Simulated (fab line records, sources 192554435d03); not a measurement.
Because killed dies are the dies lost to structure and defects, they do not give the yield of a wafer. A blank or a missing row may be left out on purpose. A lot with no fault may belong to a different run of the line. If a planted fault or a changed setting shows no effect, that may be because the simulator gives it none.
A single fault, viewed from 2 desks ; flow n5_finfet ; only its own numbers are on each desk; what lay behind them is given at the end

## FROM THE METROLOGY DESK
What the gauges read for every lot (on any tool): the sampled wafers with a number, averaged. Marked OUT: a lot whose mean sits more than 4 standard deviations from the usual mean, which makes it out of limits; the brackets give that distance. Only the readings that lie furthest out on some lot appear, 7 of the 10 it has.
Columns: A = DIBL_N at N5_BEOL_M4_RC_MEAS_101, usual 35.9 mV/V; B = IOFF_P at N5_BEOL_M4_RC_MEAS_101, usual 0.201 nA/um; C = ION_N at N5_BEOL_M4_RC_MEAS_101, usual 672 uA/um; D = ION_P at N5_BEOL_M4_RC_MEAS_101, usual 460 uA/um; E = SS_N at N5_BEOL_M4_RC_MEAS_101, usual 71.6 mV/dec; F = VT_N at N5_BEOL_M4_RC_MEAS_101, usual 250.0 mV; G = VT_P at N5_BEOL_M4_RC_MEAS_101, usual -251.6 mV
lot;first seen here;A;B;C;D;E;F;G
L855;day 8 02:14;36.6;0.225;673;461;71.9;247.9;-250.8
L856;day 8 04:57;34.8;0.193;659;457;71.5;254.1;-250.2
L857;day 8 14:56;35.6;0.215;677;469;71.6;250.6;-248.0
L860;day 8 23:53;34.6;0.192;667;456;71.6;251.9;-253.8
L859;day 9 06:42;35.9;0.212;675;458;71.5;248.9;-250.5
L867;day 11 05:29;36.2;0.178;670;459;70.9;251.2;-254.1
L866;day 11 08:32;33.8;0.208;671;465;71.7;249.4;-249.9
L870;day 12 10:29;36.5;0.242;680;474;71.8;247.9;-245.9
L872;day 12 11:29;35.7;0.184;667;459;71.3;252.8;-253.3
L873;day 12 15:20;34.5;0.145;666;450;71.3;253.2;-257.6
L877;day 13 18:04;36.0;0.183;672;455;71.2;250.5;-253.2
This desk's verdict: no lot among the 11 shows anything out of limits.

## FOR THE TOOL OWNER'S DESK: pvd_sputter-03
The tool's own readings at N5_BEOL_M1_SPUTTER_92 (material Cu, target thk 4.5 nm, time 8.29 s): means of the sampled wafers that have a number, for each lot that ran on this tool. Marked OUT: a lot whose mean sits more than 4 standard deviations from the usual mean, which makes it out of limits; the brackets give that distance.
Columns: A = chamber_pressure_pa at N5_BEOL_M1_SPUTTER_92, usual 0.06999 Pa; B = chuck_gas_flow_sccm at N5_BEOL_M1_SPUTTER_92, usual 1.25 sccm; C = throttle_valve_pct at N5_BEOL_M1_SPUTTER_92, usual 29.9 %
lot;first seen here;A;B;C
L857;day 7 02:37;0.07007;1.29;30.2
L860;day 7 14:36;0.06999;1.24;30.2
L866;day 9 15:01;0.06995;1.31;30.3
L872;day 10 18:27;0.05581 (-89) OUT;1.19;34.0 (+5.1) OUT
L873;day 10 21:07;0.05585 (-88) OUT;1.29;34.2 (+5.3) OUT
This desk finds L872, L873 out of limits, L872 being first, at day 10 18:27 (chamber_pressure_pa at N5_BEOL_M1_SPUTTER_92). L857, L860, L866 stayed within limits.

## TAKEN TOGETHER
The tool owner's desk had the chance to raise an alarm at day 10 18:27 on L872, L873.
The metrology desk saw nothing out of limits.
The metrology desk has L872, L873 on record, within its limits.
All the named lots went through N5_BEOL_M1_SPUTTER_92 on pvd_sputter-03.

## WHAT THE SIMULATOR HAD INSERTED
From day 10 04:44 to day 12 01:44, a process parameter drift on pvd_sputter-03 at N5_BEOL_M1_SPUTTER_92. Setting chamber_pressure_pa, moved by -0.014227, from 0.07. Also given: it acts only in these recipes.
Lots struck among those shown: L872, L873.
Hours from the fault's start to each desk's first reading out of limits: the tool owner's desk, 14.
